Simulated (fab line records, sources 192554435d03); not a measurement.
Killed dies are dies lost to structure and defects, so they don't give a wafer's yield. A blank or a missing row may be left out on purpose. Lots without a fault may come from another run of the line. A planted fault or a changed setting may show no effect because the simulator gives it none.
Split-lot experiment | flow n5_finfet | 7 lots, 21 wafers read, on a route of 1938 steps

THE SPLIT
At N5_BEOL_M7_EXPOSE_25 (exposes mask V6, target cd 40 nm), the setting dose_mj was moved away from the recipe's 42.5 on 4 of the 21 wafers read, by +2.2% to +5.4%. The other wafers ran this setting at the recipe's value.

FROM THE SPLIT TO THE READING: what the file shows between them, 8 steps
- N5_BEOL_M7_PEB_26: peb time 60 s
- N5_BEOL_M7_DEVELOP_27: develop time 30 s
- N5_BEOL_M7_DESCUM_33: chemistry O2, time 7 s
- N5_BEOL_M7_ETCH_72: etches underlayer in N2/H2, target depth 6.5 nm, time 5.2 s
- N5_BEOL_M7_ETCH_65: etches SiARC in CF4, target depth 15.6 nm, time 26 s
- N5_BEOL_M7_ETCH_66: etches SOC in N2/H2, target depth 80 nm, overetch 16 nm, time 120 s
- N5_BEOL_M7_STRIP_69: strips in N2/H2
- N5_BEOL_M7_STRIP_73: strips in N2/H2

THE READING
BEOL_M7.cd_nm (the simulator's own value, which no gauge read), in nm, at N5_BEOL_M7_VIA_ETCH_34 (etches SiCOH lowk in C4F6/O2, target depth 125.5 nm, time 50.5 s). The file gives no usual value for it. The 17 wafers here that ran the recipe average 39.8 nm, standard deviation 0.27 nm.

wafer  | tool, chamber at the split | dose_mj as run | against the recipe | BEOL_M7.cd_nm, nm | against lot-mates on the recipe
L074.1 | euv_scanner-02, 0          | 42.5           | recipe             | 40                | -
L074.5 | euv_scanner-02, 0          | 42.5           | recipe             | 40.2              | -
L074.6 | euv_scanner-02, 0          | 42.5           | recipe             | 40.4              | -
L083.3 | euv_scanner-02, 0          | 42.5           | recipe             | 39.8              | -
L083.4 | euv_scanner-02, 0          | 42.5           | recipe             | 39.8              | -
L083.5 | euv_scanner-02, 0          | 42.5           | recipe             | 39.4              | -
L090.2 | euv_scanner-01, 0          | 42.5           | recipe             | 40                | -
L090.3 | euv_scanner-01, 0          | 42.5           | recipe             | 39.8              | -
L090.6 | euv_scanner-01, 0          | 42.5           | recipe             | 39.8              | -
L095.1 | euv_scanner-01, 0          | 42.5           | recipe             | 39.8              | -
L095.3 | euv_scanner-01, 0          | 42.5           | recipe             | 40                | -
L095.5 | euv_scanner-01, 0          | 42.5           | recipe             | 39.6              | -
L094.1 | euv_scanner-02, 0          | 44.81          | +5.4%              | 41.4              | +1.6
L094.4 | euv_scanner-02, 0          | 44.81          | +5.4%              | 41.4              | +1.6
L094.3 | euv_scanner-02, 0          | 42.5           | recipe             | 39.8              | -
L097.1 | euv_scanner-02, 0          | 42.5           | recipe             | 39.4              | -
L097.3 | euv_scanner-02, 0          | 42.5           | recipe             | 40                | -
L097.5 | euv_scanner-02, 0          | 44.52          | +4.8%              | 40.8              | +1.1
L096.1 | euv_scanner-01, 0          | 43.45          | +2.2%              | 40.4              | +0.9
L096.2 | euv_scanner-01, 0          | 42.5           | recipe             | 39.4              | -
L096.6 | euv_scanner-01, 0          | 42.5           | recipe             | 39.6              | -

THE FIT
A straight line over all 21 wafers: BEOL_M7.cd_nm changes by +0.269 nm for each +1% of dose_mj; r = +0.89; the points scatter about the line by 0.27 nm.
The same after taking each lot's own level away (the mean of its wafers on the recipe; 21 wafers): +0.283 nm for each +1%; r = +0.95; scatter 0.18 nm.
On that fit, the largest move of dose_mj shifts the reading by 1.5 nm.
The lots' own levels span 39.50 to 40.20 nm, that is 2.6 times the standard deviation above.
So the lot-to-lot level changes the slope little: the two slopes agree.
Check: with one of the wafers moved furthest among these (+5.4%) left out of the fit, the line predicts +1.51 nm for it against its lot-mates. It came out at +1.6 nm against them.

THE WHOLE CHAIN: every reading that the file lists as answering this split, in the file's order
step                   | what it does                                                        | reading                                                        | change (the file's fit)               | r (the file's)
N5_BEOL_M7_DESCUM_33   | chemistry O2, time 7 s                                              | BEOL_M7.cd_nm (the simulator's own value, which no gauge read) | +0.22 nm for each +1% of the setting  | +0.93
N5_BEOL_M7_ETCH_72     | etches underlayer in N2/H2, target depth 6.5 nm, time 5.2 s         | BEOL_M7.cd_nm (the simulator's own value, which no gauge read) | +0.203 nm for each +1% of the setting | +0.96
N5_BEOL_M7_ETCH_65     | etches SiARC in CF4, target depth 15.6 nm, time 26 s                | BEOL_M7.cd_nm (the simulator's own value, which no gauge read) | +0.229 nm for each +1% of the setting | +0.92
N5_BEOL_M7_ETCH_66     | etches SOC in N2/H2, target depth 80 nm, overetch 16 nm, time 120 s | BEOL_M7.cd_nm (the simulator's own value, which no gauge read) | +0.302 nm for each +1% of the setting | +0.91
N5_BEOL_M7_VIA_ETCH_34 | etches SiCOH lowk in C4F6/O2, target depth 125.5 nm, time 50.5 s    | BEOL_M7.cd_nm (the simulator's own value, which no gauge read) | +0.279 nm for each +1% of the setting | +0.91

THE FILE'S OWN FIT
BEOL_M7.cd_nm changes by +0.279 nm for each +1% of dose_mj, r = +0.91.
